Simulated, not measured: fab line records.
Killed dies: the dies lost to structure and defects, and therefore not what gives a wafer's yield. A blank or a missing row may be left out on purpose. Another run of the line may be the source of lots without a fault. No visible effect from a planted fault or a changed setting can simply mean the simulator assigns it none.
A struck lot beside a sound one	flow nand-harc	13 steps out of a route of 1302
Sound: the wafers L318.1, L318.4, L318.5. Wafers L330.1, L330.2, L330.4 were the ones struck. At the end, the cause is stated.
Per side, at each step with rows, come the tool, then ch with its chambers, and then its first start. Under that, the readings that differ: sound wafers	struck wafers	difference of the means	sigmas: that difference in standard deviations of wafers without a fault.
alike: readings whose means differ by less than 2 such deviations, and words and numbers that are the same on both sides. not compared: withheld readings, readings that some wafer has no value for, bounds like >300 that may hide the same value, and numbers for which the record gives no deviation and whose values overlap.
Wherever a step has rows on one side only, a row that says differs or no value, or a row with sigmas, the two part there. Non-overlapping numbers with no deviation appear without sigmas and do not part them. Lack of a reading on every wafer of one side parts them only where that side has two or more wafers.

first, 4 steps without rows for these wafers: NHARC_A_STAIRCASE_PEB_215 (peb time 130 s); NHARC_A_STAIRCASE_DEVELOP_216 (time 140 s); NHARC_A_STAIRCASE_HARDBAKE_218 (time 140 s); NHARC_A_STAIRCASE_DESCUM_219 (chemistry O2, time 3 s).
NHARC_A_STAIRCASE_TRIM_220: chemistry O2, time 211.2 s.
  sound on rie-diel-11 ch 0,1,2, day 17 05:16; struck on rie-diel-08 ch 0,1,2, day 22 14:41
  alike: drypump-motor-current-A, oes-product-au, rf-vpp-V, showerhead-plenum-p-Torr, throttle-valve-pct
  not compared: rf-hours-counter-h
then, 1 step without rows for these wafers: NHARC_A_STAIRCASE_ETCH_221 (etches the open film in C4F8/O2, target depth 100 nm, time 40.5 s).
NHARC_A_STAIRCASE_TRIM_222: chemistry O2, time 211.2 s.
  sound on rie-diel-11 ch 2,3; struck on rie-diel-08 ch 0,1,3
  alike: drypump-motor-current-A, oes-product-au, rf-vpp-V, showerhead-plenum-p-Torr, throttle-valve-pct
  not compared: rf-hours-counter-h
then, 1 step without rows for these wafers: NHARC_A_STAIRCASE_ETCH_223 (etches the open film in C4F8/O2, target depth 100 nm, time 40.5 s).
NHARC_A_STAIRCASE_TRIM_224: chemistry O2, time 211.2 s.
  sound on rie-diel-11 ch 0,2,3; struck on rie-diel-08 ch 0,2,3
  alike: drypump-motor-current-A, oes-product-au, rf-vpp-V, showerhead-plenum-p-Torr, throttle-valve-pct
  not compared: rf-hours-counter-h
NHARC_A_STAIRCASE_ETCH_225: etches the open film in C4F8/O2, target depth 100 nm, time 40.5 s.
  sound on rie-diel-11 ch 1,3; struck on rie-diel-08 ch 0,1,2
  alike: bias-w, chamber-pressure-mTorr, oes-product-au, rf-vpp-V
  not compared: rf-hours-counter-h
NHARC_A_STAIRCASE_TRIM_226: chemistry O2, time 211.2 s.
  sound on rie-diel-11 ch 0,2; struck on rie-diel-08 ch 0,1,3
  alike: drypump-motor-current-A, oes-product-au, rf-vpp-V, showerhead-plenum-p-Torr, throttle-valve-pct
  not compared: rf-hours-counter-h
NHARC_A_STAIRCASE_ETCH_227: etches the open film in C4F8/O2, target depth 100 nm, time 40.5 s.
  sound on rie-diel-11 ch 1,3, day 17 06:31; struck on rie-diel-08 ch 0,1,2, day 22 15:41
  no value came back on the struck wafers for bias-w (W), chamber-pressure-mTorr (mTorr), oes-product-au (a.u.), rf-vpp-V (V); on the sound wafers bias-w (W) reads 996 1000 996
  not compared: rf-hours-counter-h
-- the record jumps here: 8 days lie between the struck wafers' starts before and after (it left off in module A_STAIRCASE and takes up again in module END, whose first step shown is number 1302 of the route) --
NHARC_END_SORT_01:
  the record has rows for the struck wafers here (prober-01 ch 0, day 30 23:05) and none for the sound ones

== WHERE THEY PART ==
Earliest at NHARC_A_STAIRCASE_ETCH_227; latest, in this record, at NHARC_END_SORT_01.

WHY: whatever the simulator had introduced
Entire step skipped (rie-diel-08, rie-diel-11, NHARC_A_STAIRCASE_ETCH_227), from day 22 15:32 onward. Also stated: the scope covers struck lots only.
